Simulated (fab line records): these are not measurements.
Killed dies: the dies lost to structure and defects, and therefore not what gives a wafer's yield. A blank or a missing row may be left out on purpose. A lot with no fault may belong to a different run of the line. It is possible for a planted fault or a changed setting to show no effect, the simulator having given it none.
Problem report in the 8D (eight disciplines) form, filled by code	flow n5-finfet	the parts of the form that need people (team, actions taken, sign-off) are left out

## 1. PROBLEM STATEMENT
Across 9 wafers from 3 lots, IOFF_N_LONG at N5_BEOL_M4_RC_MEAS_101 averages 1.02e-02 nA/um, while fault-free wafers read 5.66e-05 nA/um with a standard deviation of 2.1e-06. That is +99 or more standard deviations from the usual mean.
First seen on wafer L419.1, day 9 07:05, on prober-01. The record holds 27 wafers of 9 lots with a number at this step. The rule behind "out" and "out of limits": a value lying over 4 standard deviations away from the usual mean. The rest of the wafers with a number are treated as sound.

## 2. WHAT IT IS AND WHAT IT IS NOT
question	is	is not
which readings at this step	IOFF_N_LONG, IOFF_N, IOFF_N_85C, IOFF_N_LIN, ION_N, VT_N, VT_N_LONG, VT_P_LVT	DIBL_N, DIBL_P, IOFF_P, ION_P, SS_N, SS_P, VT_P
which lots	L418, L419, L420	L415, L417, L426, L427, L433, L435
which wafers of those lots	all that have a number	-
read on which gauges	prober-01	prober-02
when	from day 9 07:05	up to then (6 sound wafers); but 12 sound wafers of L426, L427, L433, L435 came after

## 3. THE SUSPECTS, EACH WITH WHAT RULES IT OUT
Counting: a tool at any process step up to the reading remains a suspect when it ran all the lots that are out and ran no sound lot after the first of those.
- the gauge at N5_BEOL_M4_RC_MEAS_101: kept. All the wafers that are out were read on prober-01, and no step on other tools shows them out.
- wet-bench-05 at N5_HKMG_FIN_WET_ETCH_76 (etches Al2O3 in dNH4OH, stops on La2O3, target depth 2.25 nm, rinse time 30 s): ruled out as a lasting fault. After its first lot that is out, L418 (day 5 06:22), sound lots L426, L433 ran on it.
Remaining after the count: prober-01 at N5_BEOL_M4_RC_MEAS_101.

## 4. THE CAUSE (what the simulator had put in)
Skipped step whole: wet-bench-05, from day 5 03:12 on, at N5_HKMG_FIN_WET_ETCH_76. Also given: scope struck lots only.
Counting ruled it out, wrongly: the rule takes a fault to strike every lot that its tool runs from its start on, and this one did not.

## 5. SEQUENCE OF EFFECTS, ordered by route
Rows list readings where the struck wafers' mean (over those with a number) sits beyond 3 standard deviations from the usual. Readings are gone through only where the record gives a usual standard deviation; hours: the median, over the lots, of the time from a lot's start at the first step in this table giving one to that lot's start at this step; sigmas: the change measured in usual standard deviations.
hours	step	reading	usual	on struck wafers	change	sigmas
0	N5_BEOL_M4_RC_MEAS_101	IOFF_N	0.163 nA/um	35.002	+34.839	+99 or more
0	N5_BEOL_M4_RC_MEAS_101	IOFF_N_85C	3.2 nA/um	283.9	+280.7	+99 or more
0	N5_BEOL_M4_RC_MEAS_101	IOFF_N_LIN	0.075 nA/um	15.619	+15.544	+99 or more
0	N5_BEOL_M4_RC_MEAS_101	IOFF_N_LONG	5.66e-05 nA/um	1.02e-02	+1.02e-02	+99 or more
0	N5_BEOL_M4_RC_MEAS_101	ION_N	673 uA/um	958	+285	+26
0	N5_BEOL_M4_RC_MEAS_101	VT_N	249.4 mV	97.8	-151.6	-61
0	N5_BEOL_M4_RC_MEAS_101	VT_N_LONG	274.6 mV	124.3	-150.3	-72
0	N5_BEOL_M4_RC_MEAS_101	VT_P_LVT	-98.3 mV	-249.0	-150.7	-56
111	N5_PASSIVATION_PROBE_49	sort-n-pass	1078	0	-1078	-57
111	N5_PASSIVATION_PROBE_49	sort-yield-pct	91.4 %	0.0	-91.4	-57
The process steps in it:
- N5_PASSIVATION_PROBE_49
Readings that are blank on the struck wafers while sound wafers have them: bath-heat-duty-pct at N5_HKMG_FIN_WET_ETCH_76; rinse-temp-c at N5_HKMG_FIN_WET_ETCH_76.

## 6. WHAT WOULD HAVE CAUGHT IT SOONER
Counted from the fault's start at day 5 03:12, it took 100 hours until the first out-of-limits reading at a measuring or inspecting step in this record, taken at day 9 07:05.
At N5_HKMG_FIN_WET_ETCH_76 the tool's readings are blank on the struck wafers, where sound wafers have them: an empty tool record is the first sign, and it was there at once.
